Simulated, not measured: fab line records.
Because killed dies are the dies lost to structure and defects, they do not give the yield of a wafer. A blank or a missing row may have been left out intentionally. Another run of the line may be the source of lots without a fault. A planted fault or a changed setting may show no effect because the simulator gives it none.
3 desks, one fault || flow n5_finfet || each desk has only its own numbers; what lay behind them comes last

## THE DEFECT DESK
Per lot, the means of the sampled wafers with a number show what the inspections along the route counted. A lot is out of limits, marked OUT, if its mean lies more than 4 standard deviations from the usual mean; the brackets give that distance.
Columns: A = raw_defect_count at N5_BEOL_M0_SAQP_INSPECT_16, usual 505
{"lot": "L625", "first seen here": "day 6 00:15", "A": 475}
{"lot": "L623", "first seen here": "day 6 12:46", "A": 732}
{"lot": "L627", "first seen here": "day 6 14:54", "A": 511}
{"lot": "L631", "first seen here": "day 7 16:28", "A": 432}
{"lot": "L633", "first seen here": "day 8 03:23", "A": 797}
{"lot": "L638", "first seen here": "day 9 06:29", "A": 490}
{"lot": "L643", "first seen here": "day 10 09:08", "A": 454}
This desk found nothing out of limits on any of the 7 lots.

## AT THE METROLOGY DESK
Means of the sampled wafers that have a number, per lot and without regard to the tool the lot ran on: this is what the gauges read. A lot is out of limits, marked OUT, if its mean lies more than 4 standard deviations from the usual mean; the brackets give that distance. Shown here are 7 of its 11 readings, the ones lying furthest out on some lot.
Columns: A = DIBL_N at N5_BEOL_M4_RC_MEAS_101, usual 36.9 mV/V; B = DIBL_P at N5_BEOL_M4_RC_MEAS_101, usual 37.1 mV/V; C = IOFF_N at N5_BEOL_M4_RC_MEAS_101, usual 0.17 nA/um; D = IOFF_P at N5_BEOL_M4_RC_MEAS_101, usual 0.23 nA/um; E = ION_P at N5_BEOL_M4_RC_MEAS_101, usual 462 uA/um; F = VT_N at N5_BEOL_M4_RC_MEAS_101, usual 250 mV; G = VT_P at N5_BEOL_M4_RC_MEAS_101, usual -249.7 mV
{"lot": "L625", "first seen here": "day 6 02:11", "A": 40.1, "B": 42.5, "C": 0.26, "D": 0.32, "E": 468, "F": 243, "G": -245.5}
{"lot": "L623", "first seen here": "day 6 14:25", "A": 38.3, "B": 37.9, "C": 0.19, "D": 0.20, "E": 449, "F": 249, "G": -250.9}
{"lot": "L627", "first seen here": "day 6 17:08", "A": 35.9, "B": 35.7, "C": 0.15, "D": 0.20, "E": 459, "F": 253, "G": -250.8}
{"lot": "L631", "first seen here": "day 7 18:15", "A": 36.0, "B": 37.3, "C": 0.17, "D": 0.23, "E": 462, "F": 250, "G": -246.1}
{"lot": "L633", "first seen here": "day 8 05:08", "A": 34.5, "B": 34.2, "C": 0.14, "D": 0.20, "E": 466, "F": 254, "G": -252.2}
{"lot": "L638", "first seen here": "day 9 08:40", "A": 38.4, "B": 38.5, "C": 0.18, "D": 0.21, "E": 462, "F": 250, "G": -253.2}
{"lot": "L643", "first seen here": "day 10 11:07", "A": 36.3, "B": 37.0, "C": 0.16, "D": 0.21, "E": 466, "F": 250, "G": -250.2}
This desk found nothing out of limits on any of the 7 lots.

## AT THE TOOL OWNER'S DESK: rie_diel-04
The tool's own readings at N5_BEOL_M0_SAQP_SPACER1_ETCHBACK_99 (etches SiO2 in CHF3/O2, target depth 15.4 nm, time 7.7 s): means of the sampled wafers that have a number, for each lot that ran on this tool. A lot is out of limits, marked OUT, if its mean lies more than 4 standard deviations from the usual mean; the brackets give that distance. Shown here are 7 of its 9 readings, the ones lying furthest out on some lot.
Columns: A = CHF3_flow_sccm at N5_BEOL_M0_SAQP_SPACER1_ETCHBACK_99, usual 50.01 sccm; B = O2_flow_sccm at N5_BEOL_M0_SAQP_SPACER1_ETCHBACK_99, usual 5.000 sccm; C = chamber_pressure_mTorr at N5_BEOL_M0_SAQP_SPACER1_ETCHBACK_99, usual 30.001 mTorr; D = oes_ar_750_au at N5_BEOL_M0_SAQP_SPACER1_ETCHBACK_99, usual 0.80 a.u.; E = oes_product_au at N5_BEOL_M0_SAQP_SPACER1_ETCHBACK_99, usual 0.80 a.u.; F = showerhead_plenum_p_Torr at N5_BEOL_M0_SAQP_SPACER1_ETCHBACK_99, usual 2.41 Torr; G = throttle_valve_pct at N5_BEOL_M0_SAQP_SPACER1_ETCHBACK_99, usual 18.79 %
{"lot": "L625", "first seen here": "day 6 01:59", "A": 49.90, "B": 5.008, "C": 29.971, "D": 0.88, "E": 0.87, "F": 2.40, "G": 18.69}
{"lot": "L627", "first seen here": "day 6 16:58", "A": 50.19, "B": 5.006, "C": 30.006, "D": 0.83, "E": 0.82, "F": 2.36, "G": 18.68}
{"lot": "L633", "first seen here": "day 8 04:56", "A": 50.15, "B": 4.999, "C": 30.009, "D": 0.81, "E": 0.73, "F": 2.36, "G": 18.69}
This desk found nothing out of limits on any of the 3 lots.

## ALL TOGETHER
Nothing out of limits was seen by the defect desk.
From the metrology desk's view, nothing was out of limits.
The tool owner's desk saw nothing out of limits.

## WHAT WAS PUT IN BY THE SIMULATOR
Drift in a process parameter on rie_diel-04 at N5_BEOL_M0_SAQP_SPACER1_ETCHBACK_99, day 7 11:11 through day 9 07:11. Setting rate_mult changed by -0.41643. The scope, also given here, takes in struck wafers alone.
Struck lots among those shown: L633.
